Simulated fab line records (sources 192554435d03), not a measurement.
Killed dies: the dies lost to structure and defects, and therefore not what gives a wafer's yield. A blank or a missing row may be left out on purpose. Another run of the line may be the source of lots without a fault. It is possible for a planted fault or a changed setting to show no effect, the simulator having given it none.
Matching of chambers | flow n5-finfet | N5_BEOL_M11_STRIP_19 on rie-diel-03: 4 sister chambers
The step strips in O2. 20 wafers are shown with their chamber, then 10 later ones without.

WAFERS PAIRED WITH THEIR CHAMBERS
wafer  | chamber | showerhead-plenum-p-Torr (Torr) | drypump-motor-current-A (A) | throttle-valve-pct (%)
L074.1 | 1       | 2.20                            | 6.0                         | 16.20
L074.2 | 2       | 1.99                            | 5.3                         | 16.26
L074.3 | 3       | 2.15                            | 5.9                         | 17.07
L078.2 | 2       | 1.98                            | 5.2                         | 16.27
L078.4 | 2       | 1.98                            | 5.2                         | 16.26
L078.5 | 1       | 2.19                            | 6.0                         | 16.22
L088.2 | 1       | 2.19                            | 6.0                         | 16.26
L088.5 | 3       | 2.14                            | 5.9                         | 16.64
L088.6 | 2       | 1.98                            | 5.2                         | 16.29
L084.1 | 3       | 2.14                            | 5.9                         | 16.66
L084.5 | 3       | 2.14                            | 5.8                         | 16.64
L084.6 | 2       | 1.98                            | 5.2                         | 16.30
L086.1 | 1       | 2.19                            | 6.0                         | 16.26
L086.2 | 3       | 2.14                            | 5.9                         | 16.67
L086.4 | 0       | 2.22                            | 5.2                         | 16.39
L087.1 | 3       | 2.14                            | 5.9                         | 16.65
L087.2 | 0       | 2.22                            | 5.2                         | 16.37
L087.6 | 1       | 2.19                            | 6.0                         | 16.26
L091.1 | 3       | 2.14                            | 5.9                         | 16.69
L091.3 | 0       | 2.21                            | 5.3                         | 16.38

SIGNATURES (averages over the wafers above)
reading                  | chamber 0 | chamber 1 | chamber 2 | chamber 3 | scatter within a chamber
showerhead-plenum-p-Torr | 2.2167    | 2.1920    | 1.9820    | 2.1414    | 0.00442
drypump-motor-current-A  | 5.233     | 6.000     | 5.220     | 5.886     | 0.0381
throttle-valve-pct       | 16.3800   | 16.2400   | 16.2760   | 16.7171   | 0.0974
Rule: a wafer lies at a distance from a chamber equal to the root of the sum of squares, over the readings, of (its reading less the chamber's mean, divided by the reading's scatter). If the next closest chamber is less than 2 further off than the closest, the wafer can't be placed; otherwise it belongs to the closest. How the scatter is found: for the shown wafers, subtract from each reading the mean of its chamber, square and add these, divide the total by (wafers less chambers), then take the root.

WAFERS WHOSE CHAMBER IS MISSING
wafer  | showerhead-plenum-p-Torr (Torr) | drypump-motor-current-A (A) | throttle-valve-pct (%)
L091.4 | 1.98                            | 5.2                         | 16.29
L092.2 | 2.21                            | 5.2                         | 16.41
L092.5 | 2.21                            | 5.2                         | 16.40
L092.6 | 2.14                            | 5.9                         | 16.70
L094.4 | 2.21                            | 5.2                         | 16.41
L094.5 | 1.97                            | 5.2                         | 16.29
L094.6 | 2.14                            | 5.9                         | 16.69
L095.2 | 1.97                            | 5.2                         | 16.31
L095.4 | 2.21                            | 5.3                         | 16.40
L095.5 | 1.97                            | 5.2                         | 16.33

WHICH CHAMBER EACH ONE RAN IN
wafer  | from the rows above | in truth
L091.4 | 2                   | 2
L092.2 | 0                   | 0
L092.5 | 0                   | 0
L092.6 | 3                   | 3
L094.4 | 0                   | 0
L094.5 | 2                   | 2
L094.6 | 3                   | 3
L095.2 | 2                   | 2
L095.4 | 0                   | 0
L095.5 | 2                   | 2
10 of 10 placed correctly. Left unplaced by these rows: 0. Placed wrongly: 0.
